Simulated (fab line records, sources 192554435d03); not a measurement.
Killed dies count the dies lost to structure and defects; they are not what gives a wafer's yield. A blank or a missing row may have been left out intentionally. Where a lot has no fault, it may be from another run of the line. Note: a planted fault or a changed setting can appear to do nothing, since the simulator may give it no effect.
What tool caused it? :: flow n5_finfet :: at 1 step of a route of 1938, 12 lots with 36 wafers sampled

WHAT THE GAUGES READ, wafer by wafer
N5_BEOL_M3_INSPECT_30: inspects for defects (brightfield).
lot: L074
measured: day 7 07:10
on: defect_inspect-01
raw_defect_count: 389 566 413

lot: L077
measured: day 7 20:19
on: defect_inspect-02
raw_defect_count: 396 347 258

lot: L078
measured: day 8 07:40
on: defect_inspect-01
raw_defect_count: 481 415 426

lot: L081
measured: day 8 20:38
on: defect_inspect-02
raw_defect_count: 392 432 581

lot: L083
measured: day 9 06:28
on: defect_inspect-01
raw_defect_count: 311 304 258

lot: L087
measured: day 10 11:49
on: defect_inspect-02
raw_defect_count: 272 372 413

lot: L086
measured: day 10 16:44
on: defect_inspect-02
raw_defect_count: 444 562 535

lot: L089
measured: day 11 07:55
on: defect_inspect-01
raw_defect_count: 385 417 370

lot: L090
measured: day 11 09:55
on: defect_inspect-01
raw_defect_count: 521 665 672

lot: L093
measured: day 11 18:06
on: defect_inspect-01
raw_defect_count: 486 503 565

lot: L095
measured: day 12 09:25
on: defect_inspect-02
raw_defect_count: 346 313 314

lot: L097
measured: day 13 10:08
on: defect_inspect-01
raw_defect_count: 454 358 437

TOOL THAT RAN EACH LOT (tool first, then ch and the chambers of the sampled wafers, then the start)
No process step before these readings appears in the record.

THE ANSWER, worked out from the rows above alone
Rule: what is usual is taken from the lots themselves. The widest of any qualifying gaps counts: lots, ordered by their means at a reading, are off when they make up no more than a third of the lots, leave a main group of 4 or more, and stand apart from it by 3 or more times the standard deviation of that group's means. A main group whose means are all the same, to the digits that the tables above print for the reading, isn't used. A lot without any number at a reading at which 4 lots or more have one is off too. Where the step has rows for the other lots, those lots are counted as sound.
No lot is off on any of the readings shown, so nothing can be concluded from this.

WHAT THE SIMULATOR PUT IN
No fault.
